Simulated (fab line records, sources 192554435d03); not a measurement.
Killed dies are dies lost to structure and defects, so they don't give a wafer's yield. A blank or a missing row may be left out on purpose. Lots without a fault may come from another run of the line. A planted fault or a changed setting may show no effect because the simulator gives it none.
Which tool did it? | flow n5_finfet | 11 lots, 25 wafers sampled, at 5 steps of a route of 1938

WHAT THE GAUGES READ, wafer by wafer
N5_BEOL_M4_RC_MEAS_101. Usual: DIBL_N 36.0 mV/V, standard deviation 1.9; DIBL_P 35.6 mV/V, standard deviation 2.4; IOFF_N 0.16 nA/um, standard deviation 0.036; IOFF_P 0.21 nA/um, standard deviation 0.04; ION_N 673 uA/um, standard deviation 14; ION_P 460 uA/um, standard deviation 8.9; SS_N 71.5 mV/dec, standard deviation 0.67; SS_P 73.2 mV/dec, standard deviation 0.73; VT_N 249 mV, standard deviation 3.6; VT_P -250 mV, standard deviation 3.7.
lot  | measured     | on        | DIBL_N (mV/V)  | DIBL_P (mV/V)  | IOFF_N (nA/um) | IOFF_P (nA/um) | ION_N (uA/um) | ION_P (uA/um) | SS_N (mV/dec)  | SS_P (mV/dec)  | VT_N (mV)   | VT_P (mV)      | flag
L642 | day 8 21:08  | prober-02 | 34.4 36.4      | 32.6 34.7      | 0.13 0.14      | 0.18 0.20      | 668 657       | 460 455       | 70.8 71.3      | 73.0 73.0      | 253 256     | -249 -248      |
L643 | day 8 16:07  | prober-01 | 33.6 33.5      | 33.5 33.5      | 0.14 0.15      | 0.19 0.19      | 665 677       | 457 464       | 70.7 71.2      | 72.8 73.3      | 250 249     | -251 -249      |
L645 | day 9 01:42  | prober-02 | 36.6 34.7      | 37.3 34.8      | 0.16 0.13      | 0.23 0.19      | 659 662       | 465 457       | 71.3 70.4      | 73.2 72.6      | 249 254     | -249 -251      |
L647 | day 9 19:20  | prober-01 | 37.1 36.2      | 38.2 34.7      | 0.20 0.17      | 0.28 0.22      | 693 663       | 476 459       | 72.1 71.8      | 73.3 72.7      | 245 248     | -243 -247      |
L648 | day 10 02:53 | prober-01 | 37.1 35.8      | 36.2 35.0      | 0.19 0.17      | 0.24 0.23      | 695 701       | 478 485       | 71.9 71.5      | 72.7 73.0      | 241 244     | -245 -247      |
L649 | day 10 05:46 | prober-01 | 36.5 36.0 36.5 | 35.0 36.1 35.3 | 0.15 0.15 0.16 | 0.19 0.20 0.19 | 648 683 658   | 445 468 447   | 72.1 71.6 71.5 | 73.2 72.8 73.2 | 252 249 249 | -253 -253 -251 |
L650 | day 10 11:40 | prober-01 | 35.5 33.9      | 35.0 32.8      | 0.14 0.11      | 0.18 0.15      | 663 653       | 460 453       | 71.0 70.6      | 72.9 72.7      | 250 255     | -253 -254      |
L652 | day 11 06:44 | prober-01 | 33.4 35.2      | 31.9 34.6      | 0.10 0.15      | 0.16 0.19      | 642 674       | 451 461       | 70.7 70.6      | 71.4 73.1      | 256 249     | -256 -252      |
L653 | day 11 17:19 | prober-02 | 32.8 37.4      | 33.5 37.4      | 0.12 0.19      | 0.15 0.21      | 679 688       | 457 459       | 70.1 71.7      | 71.7 73.4      | 250 244     | -257 -252      |
L661 | day 13 07:47 | prober-02 | 38.9 36.5 37.4 | 38.7 34.8 36.9 | 0.20 0.15 0.17 | 0.23 0.17 0.20 | 689 670 668   | 460 447 459   | 71.7 71.3 72.0 | 74.6 73.3 73.7 | 243 250 247 | -252 -254 -252 |
L662 | day 13 22:50 | prober-02 | 34.9 34.4 34.5 | 36.5 35.7 35.4 | 0.16 0.15 0.14 | 0.20 0.19 0.18 | 684 678 664   | 467 459 456   | 71.0 71.3 71.2 | 72.7 72.7 72.9 | 248 251 250 | -249 -254 -253 |

WHICH TOOL RAN EACH LOT (tool, then ch and the chambers of the sampled wafers, then the start)
lot  | N5_BEOL_M0_SAQP_HM_OPEN_112       | N5_BEOL_M0_SAQP_ETCH_106           | N5_BEOL_M0_SAQP_ETCH_107           | N5_BEOL_M0_SAQP_RECESS_109
L642 | rie_diel-06 ch 0,3, day 6 03:56   | rie_diel-02 ch 0, day 6 07:26      | rie_diel-02 ch 0, day 6 07:29      | vapor_etch-01 ch 0,1, day 6 07:38
L643 | rie_diel-06 ch 1,3, day 6 11:36   | rie_diel-06 ch 0,2, day 6 13:44    | rie_diel-06 ch 0,2, day 6 13:48    | vapor_etch-01 ch 0, day 6 13:54
L645 | rie_diel-06 ch 0,2, day 6 23:56   | rie_diel-06 ch 0,1, day 7 02:04    | rie_diel-06 ch 0,1, day 7 02:08    | vapor_etch-01 ch 0, day 7 02:16
L647 | rie_diel-02 ch 1,3, day 7 09:56   | rie_diel-06 ch 2,3, day 7 12:11    | rie_diel-06 ch 2,3, day 7 12:14    | vapor_etch-02 ch 0, day 7 12:20
L648 | rie_diel-03 ch 0,1, day 7 14:40   | rie_diel-03 ch 1,2, day 7 16:45    | rie_diel-03 ch 1,2, day 7 16:48    | vapor_etch-01 ch 1, day 7 16:55
L649 | rie_diel-06 ch 1,2,3, day 7 21:52 | rie_diel-06 ch 1,2, day 8 00:17    | rie_diel-06 ch 1,2, day 8 00:20    | vapor_etch-02 ch 0,1, day 8 00:26
L650 | rie_diel-03 ch 1,2, day 8 06:32   | rie_diel-06 ch 2, day 8 09:13      | rie_diel-06 ch 2, day 8 09:16      | vapor_etch-01 ch 0,1, day 8 09:22
L652 | rie_diel-02 ch 1,2, day 8 16:23   | rie_diel-02 ch 1,2, day 8 18:32    | rie_diel-02 ch 1,2, day 8 18:35    | vapor_etch-02 ch 0,1, day 8 18:44
L653 | rie_diel-06 ch 0,1, day 9 01:35   | rie_diel-02 ch 1,2, day 9 03:50    | rie_diel-02 ch 1,2, day 9 03:53    | vapor_etch-01 ch 0, day 9 03:59
L661 | rie_diel-06 ch 1,2, day 10 23:14  | rie_diel-02 ch 0,1,2, day 11 01:18 | rie_diel-02 ch 0,1,2, day 11 01:22 | vapor_etch-02 ch 0,1, day 11 01:30
L662 | rie_diel-06 ch 0,1, day 11 06:52  | rie_diel-02 ch 0,2,3, day 11 09:00 | rie_diel-02 ch 0,2,3, day 11 09:04 | vapor_etch-01 ch 0,1, day 11 09:10
- N5_BEOL_M0_SAQP_HM_OPEN_112: chemistry CHF3/O2, target SiO2, stops on a-Si, target depth 12 nm, time 13.5 s.
- N5_BEOL_M0_SAQP_ETCH_106: etches SOC in N2/H2, stops on SiNx, target depth 150 nm.
- N5_BEOL_M0_SAQP_ETCH_107: etches SiNx in CH3F/O2, target depth 30 nm.
- N5_BEOL_M0_SAQP_RECESS_109: chemistry HF/NH3, target SiO2, target depth 3 nm, afs cycles 1, sublimation time 60 s.

WHAT THE TOOLS THEMSELVES READ (means of the sampled wafers that have a number; where no wafer has one, the mark that the record gives instead)
N5_BEOL_M0_SAQP_HM_OPEN_112. Usual: CHF3_flow_sccm 50.00 sccm, standard deviation 0.15; drypump_motor_current_A 5.4 A, standard deviation 0.57; oes_f_703_au 0.78 a.u., standard deviation 0.079; oes_product_au 0.51 a.u., standard deviation 0.051; rf_fwd_power_W 644.4 W, standard deviation 2.6; rf_vpp_V 515 V, standard deviation 9.7; showerhead_plenum_p_Torr 2.40 Torr, standard deviation 0.1; throttle_valve_pct 18.93 %, standard deviation 0.25.
lot  | tool        | CHF3_flow_sccm (sccm) | drypump_motor_current_A (A) | oes_f_703_au (a.u.) | oes_product_au (a.u.) | rf_fwd_power_W (W) | rf_vpp_V (V) | showerhead_plenum_p_Torr (Torr) | throttle_valve_pct (%) | flag
L642 | rie_diel-06 | 49.72                 | 5.5                         | 0.79                | 0.52                  | 643.9              | 522          | 2.34                            | 18.97                  |
L643 | rie_diel-06 | 50.02                 | 5.1                         | 0.85                | 0.54                  | 641.8              | 513          | 2.48                            | 18.76                  |
L645 | rie_diel-06 | 50.14                 | 5.5                         | 0.70                | 0.47                  | 645.1              | 522          | 2.34                            | 19.22                  |
L647 | rie_diel-02 | 49.85                 | 5.7                         | 0.67                | 0.46                  | 644.8              | 516          | 2.45                            | 19.18                  |
L648 | rie_diel-03 | 50.06                 | 5.5                         | 0.79                | 0.53                  | 646.4              | 509          | 2.53                            | 18.66                  |
L649 | rie_diel-06 | 50.08                 | 4.9                         | 0.78                | 0.51                  | 642.6              | 513          | 2.45                            | 18.93                  |
L650 | rie_diel-03 | 49.92                 | 5.2                         | 0.86                | 0.58                  | 642.0              | 516          | 2.46                            | 18.75                  |
L652 | rie_diel-02 | 50.03                 | 5.5                         | 0.77                | 0.51                  | 645.2              | 503          | 2.35                            | 19.03                  |
L653 | rie_diel-06 | 50.09                 | 5.8                         | 0.76                | 0.49                  | 645.0              | 520          | 2.41                            | 19.00                  |
L661 | rie_diel-06 | 50.06                 | 5.2                         | 0.76                | 0.49                  | 645.2              | 511          | 2.49                            | 18.95                  |
L662 | rie_diel-06 | 50.12                 | 5.7                         | 0.78                | 0.49                  | 644.7              | 518          | 2.45                            | 18.95                  |

N5_BEOL_M0_SAQP_ETCH_106. Usual: bias_w 60.99 W, standard deviation 0.18; drypump_motor_current_A 5.5 A, standard deviation 0.52; oes_product_au 0.77 a.u., standard deviation 0.083; rf_fwd_power_W 844 W, standard deviation 3.2; rf_vpp_V 240.5 V, standard deviation 1.6; showerhead_plenum_p_Torr 2.52 Torr, standard deviation 0.11; throttle_valve_pct 17.9 %, standard deviation 0.3.
lot  | tool        | bias_w (W) | drypump_motor_current_A (A) | oes_product_au (a.u.) | rf_fwd_power_W (W) | rf_vpp_V (V) | showerhead_plenum_p_Torr (Torr) | throttle_valve_pct (%) | flag
L642 | rie_diel-02 | 60.88      | 5.7                         | 0.75                  | 840                | 238.3        | 2.37                            | 18.2                   |
L643 | rie_diel-06 | 60.79      | 5.5                         | 0.70                  | 844                | 238.9        | 2.48                            | 18.2                   |
L645 | rie_diel-06 | 61.06      | 5.8                         | 0.76                  | 846                | 241.1        | 2.54                            | 17.9                   |
L647 | rie_diel-06 | 61.08      | 4.8                         | 0.76                  | 842                | 240.3        | 2.54                            | 17.9                   |
L648 | rie_diel-03 | 60.98      | 5.2                         | 0.86                  | 844                | 241.4        | 2.60                            | 17.7                   |
L649 | rie_diel-06 | 60.76      | 5.0                         | 0.72                  | 849                | 241.4        | 2.56                            | 17.9                   |
L650 | rie_diel-06 | 61.33      | 4.7                         | 0.68                  | 844                | 239.9        | 2.51                            | 18.2                   |
L652 | rie_diel-02 | 60.80      | 5.5                         | 0.76                  | 843                | 239.2        | 2.47                            | 18.0                   |
L653 | rie_diel-02 | 60.92      | 5.5                         | 0.76                  | 848                | 239.9        | 2.47                            | 18.0                   |
L661 | rie_diel-02 | 61.11      | 5.6                         | 0.73                  | 844                | 239.0        | 2.43                            | 18.1                   |
L662 | rie_diel-02 | 60.96      | 5.8                         | 0.81                  | 844                | 239.3        | 2.47                            | 17.9                   |

N5_BEOL_M0_SAQP_ETCH_107. Usual: bias_w 72.99 W, standard deviation 0.22; drypump_motor_current_A 5.5 A, standard deviation 0.53; oes_f_703_au 0.78 a.u., standard deviation 0.081; oes_product_au 0.78 a.u., standard deviation 0.086; rf_fwd_power_W 390.3 W, standard deviation 1.8; rf_vpp_V 292 V, standard deviation 5.8; showerhead_plenum_p_Torr 1.99 Torr, standard deviation 0.089; throttle_valve_pct 16.45 %, standard deviation 0.25.
lot  | tool        | bias_w (W) | drypump_motor_current_A (A) | oes_f_703_au (a.u.) | oes_product_au (a.u.) | rf_fwd_power_W (W) | rf_vpp_V (V) | showerhead_plenum_p_Torr (Torr) | throttle_valve_pct (%) | flag
L642 | rie_diel-02 | 72.80      | 5.7                         | 0.76                | 0.76                  | 387.6              | 298          | 1.86                            | 16.62                  |
L643 | rie_diel-06 | 72.91      | 5.5                         | 0.70                | 0.71                  | 390.1              | 296          | 1.94                            | 16.74                  |
L645 | rie_diel-06 | 73.11      | 5.8                         | 0.79                | 0.77                  | 390.4              | 296          | 2.00                            | 16.54                  |
L647 | rie_diel-06 | 72.92      | 4.7                         | 0.76                | 0.76                  | 390.4              | 290          | 2.00                            | 16.52                  |
L648 | rie_diel-03 | 73.17      | 5.1                         | 0.87                | 0.89                  | 389.5              | 293          | 2.04                            | 16.22                  |
L649 | rie_diel-06 | 73.04      | 4.9                         | 0.73                | 0.72                  | 390.7              | 290          | 2.03                            | 16.56                  |
L650 | rie_diel-06 | 73.00      | 4.7                         | 0.68                | 0.69                  | 390.7              | 290          | 1.98                            | 16.73                  |
L652 | rie_diel-02 | 72.64      | 5.5                         | 0.76                | 0.76                  | 391.0              | 286          | 1.96                            | 16.58                  |
L653 | rie_diel-02 | 72.81      | 5.6                         | 0.76                | 0.76                  | 391.5              | 286          | 1.96                            | 16.61                  |
L661 | rie_diel-02 | 87.80      | 5.6                         | 0.74                | 0.77                  | 390.4              | 336          | 1.92                            | 16.64                  | OFF
L662 | rie_diel-02 | 88.21      | 5.8                         | 0.80                | 0.85                  | 388.9              | 343          | 1.95                            | 16.41                  | OFF

N5_BEOL_M0_SAQP_RECESS_109. Usual: drypump_motor_current_A 5.7 A, standard deviation 0.33; sublimation_temp_c 180.03 C, standard deviation 0.15.
lot  | tool          | drypump_motor_current_A (A) | sublimation_temp_c (C) | flag
L642 | vapor_etch-01 | 5.7                         | 179.98                 |
L643 | vapor_etch-01 | 6.1                         | 180.09                 |
L645 | vapor_etch-01 | 6.1                         | 179.99                 |
L647 | vapor_etch-02 | 6.0                         | 180.19                 |
L648 | vapor_etch-01 | 5.3                         | 180.09                 |
L649 | vapor_etch-02 | 5.7                         | 179.94                 |
L650 | vapor_etch-01 | 5.7                         | 180.03                 |
L652 | vapor_etch-02 | 5.8                         | 179.94                 |
L653 | vapor_etch-01 | 6.1                         | 180.08                 |
L661 | vapor_etch-02 | 5.7                         | 180.17                 |
L662 | vapor_etch-01 | 5.6                         | 179.94                 |

THE ANSWER, worked out from the rows above alone
Rule: a lot is off if the mean of its wafers that have a number lies more than 3 standard deviations from the usual mean. A lot without any number at a reading at which 4 lots or more have one is off too. The other lots that the step has rows for count as sound. The gauges are gone through in route order, then the tools' own readings, and for those a lot's mean is taken as printed above. The first step at which some lot is off is used, and at that step the reading that is off furthest; a lot without a number counts as furthest.
Off: L661, L662, at N5_BEOL_M0_SAQP_ETCH_107 (bias_w).
A tool fits if, at that step or a process step before it, it ran every lot that is off, and no sound lot after the first of them. Can't be told from this: 2 tools fit, rie_diel-06 at N5_BEOL_M0_SAQP_HM_OPEN_112, rie_diel-02 at N5_BEOL_M0_SAQP_ETCH_106 and N5_BEOL_M0_SAQP_ETCH_107.

WHAT THE SIMULATOR HAD PUT IN
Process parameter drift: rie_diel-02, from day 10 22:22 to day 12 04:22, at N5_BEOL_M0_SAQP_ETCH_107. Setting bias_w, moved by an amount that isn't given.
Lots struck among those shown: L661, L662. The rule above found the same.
